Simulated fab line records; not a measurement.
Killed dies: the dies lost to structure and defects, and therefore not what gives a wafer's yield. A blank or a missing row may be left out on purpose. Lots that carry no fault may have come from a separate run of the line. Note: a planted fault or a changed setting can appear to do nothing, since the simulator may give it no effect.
Matching of chambers / flow n5 finfet / N5_BEOL_M10_DEP_56 on pecvd-02 has 3 sister chambers
The step deposits SiCN from 3MS/NH3, target thk 15 nm, time 26.5 s. 18 wafers are shown with their chamber, then 9 later ones without.

== WAFERS PAIRED WITH THEIR CHAMBERS ==
wafer=L079.1; chamber=0; throttle valve pct (%)=8.3; showerhead plenum p Torr (Torr)=3.676
wafer=L079.5; chamber=2; throttle valve pct (%)=8.8; showerhead plenum p Torr (Torr)=3.660
wafer=L079.6; chamber=0; throttle valve pct (%)=8.5; showerhead plenum p Torr (Torr)=3.661
wafer=L077.2; chamber=2; throttle valve pct (%)=8.9; showerhead plenum p Torr (Torr)=3.654
wafer=L077.4; chamber=1; throttle valve pct (%)=9.0; showerhead plenum p Torr (Torr)=3.681
wafer=L077.6; chamber=0; throttle valve pct (%)=8.4; showerhead plenum p Torr (Torr)=3.664
wafer=L083.1; chamber=0; throttle valve pct (%)=8.5; showerhead plenum p Torr (Torr)=3.675
wafer=L083.5; chamber=1; throttle valve pct (%)=9.1; showerhead plenum p Torr (Torr)=3.673
wafer=L083.6; chamber=0; throttle valve pct (%)=8.6; showerhead plenum p Torr (Torr)=3.673
wafer=L086.1; chamber=2; throttle valve pct (%)=8.7; showerhead plenum p Torr (Torr)=3.654
wafer=L086.3; chamber=1; throttle valve pct (%)=8.9; showerhead plenum p Torr (Torr)=3.661
wafer=L086.6; chamber=1; throttle valve pct (%)=9.0; showerhead plenum p Torr (Torr)=3.672
wafer=L088.1; chamber=1; throttle valve pct (%)=9.1; showerhead plenum p Torr (Torr)=3.670
wafer=L088.4; chamber=1; throttle valve pct (%)=8.9; showerhead plenum p Torr (Torr)=3.672
wafer=L088.5; chamber=2; throttle valve pct (%)=8.8; showerhead plenum p Torr (Torr)=3.674
wafer=L089.1; chamber=1; throttle valve pct (%)=8.8; showerhead plenum p Torr (Torr)=3.660
wafer=L089.4; chamber=1; throttle valve pct (%)=9.2; showerhead plenum p Torr (Torr)=3.659
wafer=L089.6; chamber=2; throttle valve pct (%)=8.9; showerhead plenum p Torr (Torr)=3.663

SIGNATURES, as means of the wafers listed above
reading=throttle valve pct; chamber 0=8.460; chamber 1=9.000; chamber 2=8.820; scatter within a chamber=0.115
reading=showerhead plenum p Torr; chamber 0=3.66980; chamber 1=3.66850; chamber 2=3.66100; scatter within a chamber=0.00766
Rule: a wafer's distance from a chamber is the root of the sum, over the readings, of the square of ((its reading less the chamber's mean) divided by the reading's scatter). The wafer belongs to the nearest chamber; if the next one is less than 2 further off, it can't be placed. The scatter: the root of (the sum of the squares of (reading less its chamber's mean) over the shown wafers, divided by (wafers less chambers)).

== WAFERS WITH NO CHAMBER GIVEN ==
wafer=L092.1; throttle valve pct (%)=8.7; showerhead plenum p Torr (Torr)=3.663
wafer=L092.2; throttle valve pct (%)=8.5; showerhead plenum p Torr (Torr)=3.663
wafer=L092.5; throttle valve pct (%)=8.4; showerhead plenum p Torr (Torr)=3.666
wafer=L094.2; throttle valve pct (%)=9.1; showerhead plenum p Torr (Torr)=3.670
wafer=L094.3; throttle valve pct (%)=8.5; showerhead plenum p Torr (Torr)=3.668
wafer=L094.6; throttle valve pct (%)=8.9; showerhead plenum p Torr (Torr)=3.659
wafer=L096.4; throttle valve pct (%)=9.1; showerhead plenum p Torr (Torr)=3.662
wafer=L096.5; throttle valve pct (%)=8.5; showerhead plenum p Torr (Torr)=3.665
wafer=L096.6; throttle valve pct (%)=9.0; showerhead plenum p Torr (Torr)=3.663

== WHICH CHAMBER EACH ONE RAN IN ==
wafer=L092.1; from the rows above=can't be placed: 2 or 0 or 1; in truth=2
wafer=L092.2; from the rows above=can't be placed: 0 or 2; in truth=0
wafer=L092.5; from the rows above=0; in truth=0
wafer=L094.2; from the rows above=can't be placed: 1 or 2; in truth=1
wafer=L094.3; from the rows above=0; in truth=0
wafer=L094.6; from the rows above=can't be placed: 2 or 1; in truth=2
wafer=L096.4; from the rows above=can't be placed: 1 or 2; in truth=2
wafer=L096.5; from the rows above=0; in truth=0
wafer=L096.6; from the rows above=can't be placed: 1 or 2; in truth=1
Placed correctly: 3 of 9. Can't be placed from these rows: 6 (the true chamber is among the candidates in 6). Number placed wrongly: 0.
